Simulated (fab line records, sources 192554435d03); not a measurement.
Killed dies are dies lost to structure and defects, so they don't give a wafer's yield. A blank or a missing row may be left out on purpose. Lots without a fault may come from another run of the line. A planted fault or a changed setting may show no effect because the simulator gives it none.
A struck lot beside a sound one | flow n5_finfet | 14 steps out of a route of 1938
Sound: wafers L643.2, L643.4, L643.5. Struck: wafers L661.3, L661.6. (L661.4 of the same lot was not struck and is left out.) The cause comes at the end.
At each step with rows: each side's tool, then ch and its chambers, then its first start. Under that, the readings that differ: sound wafers | struck wafers | difference of the means | sigmas: that difference in standard deviations of wafers without a fault.
alike: readings whose means differ by less than 2 such deviations, and words and numbers that are the same on both sides. not compared: withheld readings, readings that some wafer has no value for, bounds like >300 that may hide the same value, and numbers for which the record gives no deviation and whose values overlap.
The two part at a step that has a row with sigmas, a row that says differs or no value, or rows on one side only. Numbers that don't overlap but have no deviation are shown without sigmas and don't part them. A reading that every wafer of one side lacks parts them only if that side has two wafers or more.

first, 3 steps without rows for these wafers: N5_BEOL_M7_EXPOSE_25 (exposes mask V6, target cd 40 nm); N5_BEOL_M7_PEB_26 (peb time 60 s); N5_BEOL_M7_DEVELOP_27 (develop time 30 s).
N5_BEOL_M7_CD_MEAS_28: target cd 40 nm.
  sound on cd_sem-01 ch 0, day 9 20:05; struck on cd_sem-03 ch 0, day 15 09:12
  alike: cd_nm
N5_BEOL_M7_OVL_MEAS_29:
  sound on overlay-01 ch 0, day 9 20:07; struck on overlay-01 ch 0, day 15 09:14
  alike: V6_OVL
N5_BEOL_M7_INSPECT_30: inspects for defects (brightfield).
  sound on defect_inspect-01, day 9 20:10; struck on defect_inspect-02, day 15 09:17
  alike: raw_defect_count
N5_BEOL_M7_DESCUM_33: chemistry O2, time 7 s.
  sound on rie_diel-04 ch 0,3, day 9 20:22; struck on rie_diel-04 ch 1,3, day 15 09:25
  alike: drypump_motor_current_A, oes_product_au, rf_vpp_V, showerhead_plenum_p_Torr, temp_c, throttle_valve_pct
  not compared: rf_hours_counter_h
N5_BEOL_M7_ETCH_72: etches underlayer in N2/H2, target depth 6.5 nm, time 5.2 s.
  sound on rie_diel-04 ch 0,3, day 9 20:24; struck on rie_diel-04 ch 1,3, day 15 09:26
  alike: bias_w, drypump_motor_current_A, etch_rf_on_time_s, oes_product_au, rf_vpp_V, showerhead_plenum_p_Torr, throttle_valve_pct
  not compared: rf_hours_counter_h
N5_BEOL_M7_ETCH_65: etches SiARC in CF4, target depth 15.6 nm, time 26 s.
  sound on rie_diel-04 ch 0,3, day 9 20:25; struck on rie_diel-04 ch 1,3, day 15 09:28
  alike: bias_w, drypump_motor_current_A, etch_rf_on_time_s, oes_product_au, rf_vpp_V, showerhead_plenum_p_Torr, throttle_valve_pct
  not compared: rf_hours_counter_h
N5_BEOL_M7_ETCH_66: etches SOC in N2/H2, target depth 80 nm, overetch 16 nm, time 120 s.
  sound on rie_diel-04 ch 0,3, day 9 20:26; struck on rie_diel-04 ch 1,3, day 15 09:29
  alike: bias_w, drypump_motor_current_A, oes_product_au, rf_vpp_V, run_length_s, showerhead_plenum_p_Torr, temp_c, throttle_valve_pct
  not compared: rf_hours_counter_h
then, 2 steps without rows for these wafers: N5_BEOL_M7_STRIP_69 (strips in N2/H2); N5_BEOL_M7_STRIP_73 (strips in N2/H2).
N5_BEOL_M7_VIA_ETCH_34: etches SiCOH lowk in C4F6/O2, target depth 125.5 nm, time 50.5 s.
  sound on rie_diel-04 ch 0,3, day 9 20:33; struck on rie_diel-04 ch 1,3, day 15 09:35
  reading                                  | sound             | struck      | difference | sigmas
  run_length_s (s)                         | 73.4 73.1 73.4    | 77.9 78.9   | +5.1       | +12
  model.etch.depth_nm (nm)                 | 120.4 119.8 128.7 | 141.6 138.3 | +17.0      |
  model.SOC_of_BEOL_M7_COAT_63.thk_nm (nm) | 54 53.8 53.6      | 53 53.4     | -1         |
  alike: O2_flow_sccm, bias_w, drypump_motor_current_A, oes_product_au, rf_vpp_V, showerhead_plenum_p_Torr, throttle_valve_pct
  not compared: rf_hours_counter_h
then, 1 step without rows for these wafers: N5_BEOL_M7_STRIP_76 (strips in C4F6/O2).

WHERE THEY PART
Only at N5_BEOL_M7_VIA_ETCH_34, within this record.

WHY: what the simulator had put in
Process parameter drift: rie_diel-04, from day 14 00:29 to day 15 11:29, at N5_BEOL_M7_VIA_ETCH_34. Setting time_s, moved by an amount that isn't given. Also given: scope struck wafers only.
